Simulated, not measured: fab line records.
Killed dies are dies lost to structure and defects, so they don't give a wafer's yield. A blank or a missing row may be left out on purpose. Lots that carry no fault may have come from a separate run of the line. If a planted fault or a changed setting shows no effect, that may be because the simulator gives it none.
fab line records	flow nand_harc
[record] lots = 5	wafers = 15	last_day = 33
route steps=1302 shown P_GATE@136
lots with no fault: from the same line, run without faults
start_h: hours from the record's opening day to when the first of the lot's shown wafers began	wait_h: hours elapsed since this lot's preceding step	" the same as in the row above	L1.1+2: a row that stands for several wafers	- no value, or no start given	* or withheld: withheld	< > ~ a bound
route shown NAME@n: names a module that has steps shown in the file, with the first one's number in the route	usual: mean/standard deviation taken from wafers without a fault	same: alike in all rows	chamber/n: place in a boat	sites: readings site by site	_std_site: the standard deviation of these	_edge_site: outer sites' mean less inner sites'	radius_mm: how far each site lies from the wafer's centre	mask NAME#n: copy n	behind: the tool/chamber that last shaped the wafer	hold: why the lot was held/for how many hours/how that ended	device: whichever transistor did not switch (one of n, p or np)	end of line: tests of these same wafers at the route's end	for a step that has no rows: nothing shown but its recipe	killed: dies lost to structure and defects at the first sort, not the wafer's yield	map: shows each die of a wafer: x if killed, . if not, _ if none is there
set.NAME: setting as actually run; set.NAME@STEP: the setting as run at that earlier step	model.NAME: the simulator's own value behind a step, which no gauge read
lots at some steps of the route; a table a step, a row a wafer
services: when a tool's chamber went out of use (start_h, in hours from the record's first day, below 0 if earlier), for how many hours, and the reason
[[steps]]
[step NHARC_P_GATE_SOFTBAKE_21]
[recipe] temp_c = 105	time_s = 55
[step NHARC_P_GATE_EBR_22]
[step NHARC_P_GATE_EXPOSE_23]
[recipe] na = 1.35	target_cd_nm = 120	dose_mj = 93.91	mask_id = P_GATE
[step NHARC_P_GATE_PEB_24]
[recipe] peb_temp_c = 100	peb_time_s = 65
[step NHARC_P_GATE_DEVELOP_25]
[recipe] develop_time_s = 35	dev_temp_c = 23
[step NHARC_P_GATE_CD_MEAS_26]
[recipe] target_cd_nm = 120	landing_energy_ev = 500
[usual] cd_nm = 119.2/0.61
lot.wafer	tool	chamber	start_h	wait_h	cd_nm
L778.3	cd_sem-01	0	104.61	-	119.4
L778.4	"	0	"	"	119.7
L778.6	"	0	"	"	119.8
L782.1	cd_sem-01	0	144.20	-	117.8
L782.2	"	0	"	"	118.9
L782.5	"	0	"	"	118.8
L794.1	cd_sem-03	0	267.07	-	119.7
L794.4	"	0	"	"	120.0
L794.5	"	0	"	"	118.1
L798.2	cd_sem-01	0	306.17	-	119.8
L798.3	"	0	"	"	119.0
L798.6	"	0	"	"	118.4
L799.1	cd_sem-03	0	319.30	-	119.4
L799.2	"	0	"	"	119.3
L799.3	"	0	"	"	119.3
[step NHARC_P_GATE_OVL_MEAS_27]
[usual] overlay_x_nm = -0.1/0.77	overlay_y_nm = 0.1/0.85
lot.wafer	tool	chamber	start_h	wait_h	overlay_x_nm	overlay_y_nm
L778.3	overlay-01	-	104.70	-	0.0	0.4
L778.4	"	-	"	"	0.0	0.5
L778.6	"	-	"	"	-0.2	0.3
L782.1	overlay-01	-	144.29	-	1.6	1.0
L782.2	"	-	"	"	0.9	1.4
L782.5	"	-	"	"	0.4	1.2
L794.1	overlay-01	-	267.16	-	1.2	1.2
L794.4	"	-	"	"	0.8	1.3
L794.5	"	-	"	"	1.0	1.2
L798.2	overlay-02	-	306.26	-	0.4	-1.6
L798.3	"	-	"	"	0.4	-1.6
L798.6	"	-	"	"	0.9	-1.2
L799.1	overlay-01	-	319.39	-	-0.6	0.7
L799.2	"	-	"	"	-0.1	0.8
L799.3	"	-	"	"	-0.7	0.5
[step NHARC_P_GATE_INSPECT_28]
[usual] raw_defect_count = 6.0/2.8
lot.wafer	tool	chamber	start_h	wait_h	raw_defect_count
L778.3	defect_inspect-01	-	104.73	0.0	5
L778.4	"	-	"	"	6
L778.6	"	-	"	"	4
L782.1	defect_inspect-02	-	144.33	0.0	3
L782.2	"	-	"	"	4
L782.5	"	-	"	"	5
L794.1	defect_inspect-01	-	267.20	0.0	2
L794.4	"	-	"	"	8
L794.5	"	-	"	"	6
L798.2	defect_inspect-01	-	306.30	0.0	4
L798.3	"	-	"	"	5
L798.6	"	-	"	"	5
L799.1	defect_inspect-02	-	319.43	0.0	5
L799.2	"	-	"	"	13
L799.3	"	-	"	"	7
[step NHARC_P_GATE_DESCUM_31]
[recipe] time_s = 3	o2_flow_sccm = 200	ar_flow_sccm = 0	bias_power_w = 0	chemistry = O2
[usual] drypump_motor_current_A = 5.6/0.49	mfc_ar_sccm = 0.007/0.013	oes_product_au = 0.998/0.015	rf_vpp_V = 57.7/0.89	showerhead_plenum_p_Torr = 1.91/0.067	throttle_valve_pct = 11.312/0.0084
lot.wafer	tool	chamber	start_h	wait_h	drypump_motor_current_A	mfc_ar_sccm	oes_product_au	rf_hours_counter_h	rf_vpp_V	showerhead_plenum_p_Torr	throttle_valve_pct
L778.4	rie_diel-04	3	104.79	0.1	5.9	0	0.987	5.3	58.1	1.97	11.323
L778.3	"	0	"	"	5.7	0.032	1.003	7.1	56.7	1.90	11.301
L778.6	"	0	"	"	5.7	0.032	1.005	-	57.7	1.90	11.312
L782.1	rie_diel-12	0	144.40	0.1	5.9	0.005	1.008	3.5	57.6	1.87	11.311
L782.2	"	1	"	"	5.8	0	0.992	2.7	56.8	1.86	11.312
L782.5	"	3	"	"	5.1	0.000	0.996	-	59.0	1.98	11.319
L794.4	rie_diel-04	1	267.26	0.1	6.2	0	0.981	4.5	58.5	2.00	11.302
L794.1	"	3	"	"	5.9	0	1.011	4.6	59.7	1.97	11.316
L794.5	"	1	"	"	6.1	0	0.979	-	58.1	2.00	11.313
L798.2	rie_diel-10	3	306.37	0.1	6.4	0	1.007	3.0	59.6	1.96	11.306
L798.3	"	1	"	"	5.7	0	1.008	1.9	57.5	1.80	11.324
L798.6	"	2	"	"	5.2	0	0.993	-	57.1	1.89	11.309
L799.3	rie_diel-12	0	319.49	0.1	5.9	0.005	0.985	2.0	58.4	1.86	11.296
L799.2	"	1	"	"	5.8	0	1.021	3.0	57.1	1.86	11.317
L799.1	"	2	"	"	5.5	0	0.999	3.3	56.4	1.89	11.324
[step NHARC_P_GATE_ETCH_104]
[recipe] target_depth_a = 600	time_s = withheld	cf4_flow_sccm = 100	chf3_flow_sccm = 30	ar_flow_sccm = 0	rf_w = 500	bias_w = 200	chemistry = CF4/CHF3
[usual] drypump_motor_current_A = 5.7/0.45	mfc_ar_sccm = 0.007/0.014	oes_product_au = 0.949/0.023	rf_fwd_power_W = 491.8/2.8	rf_vpp_V = 370.4/1.8	showerhead_plenum_p_Torr = 1.57/0.051	throttle_valve_pct = 16.803/0.0084
lot.wafer	tool	chamber	start_h	wait_h	drypump_motor_current_A	mfc_ar_sccm	oes_product_au	rf_fwd_power_W	rf_vpp_V	showerhead_plenum_p_Torr	throttle_valve_pct
L778.4	rie_diel-04	3	104.89	0.1	5.9	0	0.955	489.7	371.3	1.62	16.790
L778.3	"	0	"	"	5.7	0.032	0.966	489.2	369.3	1.56	16.807
L778.6	"	1	"	"	6.1	0	0.976	493.1	372.9	1.64	16.801
L782.2	rie_diel-12	0	144.48	0.1	5.9	0.005	0.960	491.5	368.0	1.54	16.821
L782.1	"	1	"	"	5.8	0	0.983	488.8	369.4	1.53	16.801
L782.5	"	3	"	"	5.1	0.000	0.959	491.9	371.8	1.62	16.799
L794.1	rie_diel-04	3	267.34	0.1	5.9	0	0.973	491.2	373.2	1.61	16.794
L794.4	"	1	"	"	6.1	0	0.930	494.9	372.7	1.64	16.799
L794.5	"	0	"	"	5.7	0.032	0.961	488.0	369.7	1.56	16.802
L798.3	rie_diel-10	2	306.45	0.1	5.2	0	0.921	491.4	370.0	1.56	16.792
L798.2	"	0	"	"	5.8	0.036	0.941	489.2	371.0	1.60	16.805
L798.6	"	2	"	"	5.2	0	0.918	491.4	370.4	1.56	16.798
L799.3	rie_diel-12	3	319.57	0.1	5.1	0.000	0.934	493.2	371.2	1.62	16.811
L799.2	"	1	"	"	5.8	0	1.001	494.5	368.4	1.53	16.803
L799.1	"	2	"	"	5.5	0	0.973	494.3	369.0	1.56	16.801
[step NHARC_P_GATE_HM_OPEN_105]
[recipe] target_depth_a = 3600	o2_flow_sccm = 400	cos_flow_sccm = 20	ar_flow_sccm = 0	rf_w = 500	bias_w = 300	chemistry = O2/COS
[usual] drypump_motor_current_A = 5.7/0.45	mfc_ar_sccm = 0.006/0.013	oes_product_au = 0.998/0.014	rf_fwd_power_W = 497.9/1.6	rf_vpp_V = 467.0/2.3	showerhead_plenum_p_Torr = 3.11/0.099	throttle_valve_pct = 28.331/0.0089
lot.wafer	tool	chamber	start_h	wait_h	drypump_motor_current_A	mfc_ar_sccm	oes_product_au	rf_fwd_power_W	rf_hours_counter_h	rf_vpp_V	showerhead_plenum_p_Torr	throttle_valve_pct
L778.3	rie_diel-04	0	-	-	5.7	0.032	1.012	496.8	7.2	466.7	3.10	28.340
L778.4	"	2	"	"	4.7	0	0.980	497.3	6.7	463.1	2.95	28.322
L778.6	"	0	"	"	5.7	0.032	0.999	496.9	-	464.8	3.10	28.326
L782.2	rie_diel-12	3	-	-	5.1	0.000	1.002	496.9	3.2	470.5	3.22	28.322
L782.1	"	0	"	"	6.0	0.005	1.004	499.8	3.5	465.7	3.05	28.323
L782.5	"	2	"	"	5.6	0	0.979	497.5	-	467.2	3.09	28.323
L794.4	rie_diel-04	1	-	-	6.1	0	0.984	497.7	4.5	469.0	3.26	28.326
L794.1	"	2	"	"	4.8	0	1.016	496.9	4.9	462.5	2.95	28.342
L794.5	"	1	"	"	6.2	0	0.977	494.9	-	471.1	3.26	28.319
L798.3	rie_diel-10	0	-	-	5.8	0.036	1.024	496.5	2.3	469.5	3.18	28.338
L798.2	"	2	"	"	5.2	0	1.002	498.5	2.6	466.6	3.09	28.322
L798.6	"	1	"	"	5.7	0	1.017	497.9	-	464.8	2.95	28.328
L799.3	rie_diel-12	2	-	-	5.6	0	0.998	501.6	3.3	466.5	3.09	28.332
L799.2	"	3	"	"	5.1	0.000	0.978	497.4	2.4	468.5	3.22	28.335
L799.1	"	1	"	"	5.8	0	1.026	498.5	3.0	464.8	3.04	28.343
[step NHARC_P_GATE_STRIP_106]
[recipe] o2_flow_sccm = 400	cos_flow_sccm = 20	ar_flow_sccm = 0	bias_w = 0	chemistry = O2/COS
[step NHARC_P_GATE_ETCH_114]
[recipe] target_depth_a = 300	overetch_a = 30	time_s = 16.5	ion_energy_ev = 100	cf4_flow_sccm = 80	o2_flow_sccm = 20	ar_flow_sccm = 0	rf_w = 300	bias_w = 100	chemistry = CF4/O2
[usual] drypump_motor_current_A = 5.7/0.47	mfc_ar_sccm = 0.007/0.014	oes_product_au = 0.999/0.014	rf_fwd_power_W = 293.9/1.5	rf_vpp_V = 197.7/1.1	run_length_s = 37.7/0.4	showerhead_plenum_p_Torr = 1.33/0.045	throttle_valve_pct = 13.397/0.0092
lot.wafer	tool	chamber	start_h	wait_h	drypump_motor_current_A	mfc_ar_sccm	oes_product_au	rf_fwd_power_W	rf_hours_counter_h	rf_vpp_V	run_length_s	showerhead_plenum_p_Torr	throttle_valve_pct
L778.4	rie_diel-04	2	105	-	4.7	0	0.998	295.4	6.7	195.2	37.4	1.26	13.423
L778.3	"	3	"	"	5.9	0	0.999	292.7	5.4	197.0	37.1	1.37	13.403
L778.6	"	0	"	"	5.7	0.032	0.994	292.2	-	198.2	37.8	1.33	13.395
L782.1	rie_diel-12	3	144	-	5.0	0.000	1.006	294.1	3.3	199.6	37.9	1.38	13.390
L782.2	"	1	"	"	5.8	0	1.000	293.3	2.8	196.9	37.4	1.30	13.395
L782.5	"	0	"	"	6.0	0.005	1.006	292.9	-	196.4	38.2	1.30	13.384
L794.4	rie_diel-04	2	267	-	4.7	0	1.018	294.7	4.9	196.3	37.4	1.26	13.392
L794.1	"	0	"	"	5.7	0.032	0.998	-	4.9	198.8	36.0	1.32	13.378
L794.5	"	2	"	"	4.7	0	1.008	294.2	-	196.5	37.4	1.26	13.406
L798.3	rie_diel-10	1	306	-	5.7	0	1.028	295.2	2.0	196.0	38.4	1.26	13.391
L798.2	"	2	"	"	5.2	0	1.006	293.1	2.6	196.9	38.0	1.32	13.387
L798.6	"	3	"	"	6.4	0	1.004	296.4	-	196.8	37.7	1.37	13.400
L799.3	rie_diel-12	2	319	-	5.6	0	0.998	296.2	3.4	198.6	37.3	1.32	13.392
L799.1	"	3	"	"	5.1	0.000	0.976	291.1	2.4	198.3	37.4	1.38	13.393
L799.2	"	0	"	"	5.9	0.005	0.981	294.1	2.1	198.2	37.9	1.30	13.399
[step NHARC_P_GATE_ETCH_32]
[recipe] target_depth_a = 1500	over_etch_frac = 1	over_etch_ion_energy_ev = 40	time_s = 100.1	hbr_flow_sccm = 150	cl2_flow_sccm = 50	rf_w = 400	icp_w = 400	bias_w = 100	chemistry = HBr/Cl2
[usual] drypump_motor_current_A = 5.6/0.37	hbr_flow_sccm = 150.0/0.45	oes_product_au = 0.999/0.013	rf_fwd_power_W = 396.6/1.7	throttle_valve_pct = 26.407/0.0095
lot.wafer	tool	chamber	start_h	wait_h	drypump_motor_current_A	hbr_flow_sccm	oes_product_au	rf_fwd_power_W	rf_hours_counter_h	throttle_valve_pct
L778.3	rie_si-04	3	105.29	-	5.5	149.1	1.007	394.9	0.6	26.412
L778.4	"	0	"	"	5.8	149.8	0.988	397.6	0.7	26.401
L778.6	"	1	"	"	6.1	149.8	0.980	396.2	-	26.393
L782.1	rie_si-04	3	144.85	-	5.6	149.8	1.015	393.5	0.8	26.408
L782.2	"	0	"	"	5.8	149.9	1.009	394.9	1.0	26.390
L782.5	"	0	"	"	5.8	149.3	1.013	395.7	-	26.407
L794.4	rie_si-02	1	267.75	-	5.5	149.8	0.986	397.2	0.9	26.414
L794.1	"	2	"	"	5.9	150.0	1.027	395.5	1.0	26.426
L794.5	"	3	"	"	5.1	149.3	1.005	398.6	-	26.406
L798.2	rie_si-04	1	306.82	-	6.1	150.2	1.005	398.3	0.9	26.402
L798.3	"	3	"	"	5.5	150.5	0.995	394.3	0.9	26.418
L798.6	"	2	"	"	5.6	149.5	1.001	399.1	-	26.405
L799.1	rie_si-05	0	319.95	-	5.0	150.3	1.014	395.8	0.0	26.406
L799.2	"	2	"	"	6.4	150.3	0.990	395.9	0.0	26.405
L799.3	"	3	"	"	5.5	149.4	1.021	397.4	0.0	26.407
[[services]]
tool	chamber	start_h	hours	kind
rie_diel-04	2	84.44	2.5	repair
rie_diel-12	-	91.40	9.0	pm
rie_diel-04	3	92.06	7.0	repair
rie_si-02	-	100.02	9.0	pm
rie_diel-04	-	109.32	0.6	repair
rie_si-05	3	110.09	4.8	repair
rie_diel-04	3	119.95	3.8	repair
rie_si-05	-	128.00	9.0	pm
rie_diel-10	0	144.11	3.7	repair
rie_si-04	-	165.00	9.0	pm
rie_diel-10	0	172.89	3.9	repair
rie_diel-12	2	173.10	4.2	repair
rie_diel-04	-	177.97	9.0	pm
rie_diel-10	1	186.70	1.3	repair
rie_diel-04	1	191.70	5.2	repair
rie_si-04	-	206.19	0.3	repair
rie_diel-12	2	219.45	3.8	repair
rie_diel-10	-	242.50	9.0	pm
rie_diel-12	2	254.22	6.8	repair
rie_diel-12	-	268.40	9.0	pm
rie_si-04	2	280.39	1.5	repair
rie_diel-10	-	290.26	1.4	repair
rie_diel-04	0	298.71	7.4	repair
rie_si-04	1	300.95	1.1	repair
[[key]]
[first_sign] step = NHARC_P_GATE_ETCH_114	reading = run_length_s	direction = down	sigmas = 4.3	usual = *	struck = *
effect none on later readings
met_at NHARC_P_GATE_ETCH_114
struck_wafers L794.1
later_rows_left_out L794.1
sort_left_out L794.1
tester_left_out L794
onset_between 105 267
[fault] kind = process_parameter_drift	tool = rie_diel-04	chamber = 0	onset_h = 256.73	steps = NHARC_P_GATE_ETCH_114	channel = time_s	offset = *	shape = step	end_h = 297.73	acts_in = *	stated = *
// tester_left_out: of these lots the tester's yield and bins aren't shown, on N5 and GAA mostly nor the transistor test; their killed dies are dies lost to structure and defects alone, not to doping, threshold or leakage, so they don't give the yield
// sort_left_out: the simulated sort isn't trusted on such a fault, so these wafers' sort isn't shown, and their yield isn't known
// later_rows_left_out: the simulator's readings of these wafers behind a module that went badly wrong aren't trusted and aren't shown, but for the sort
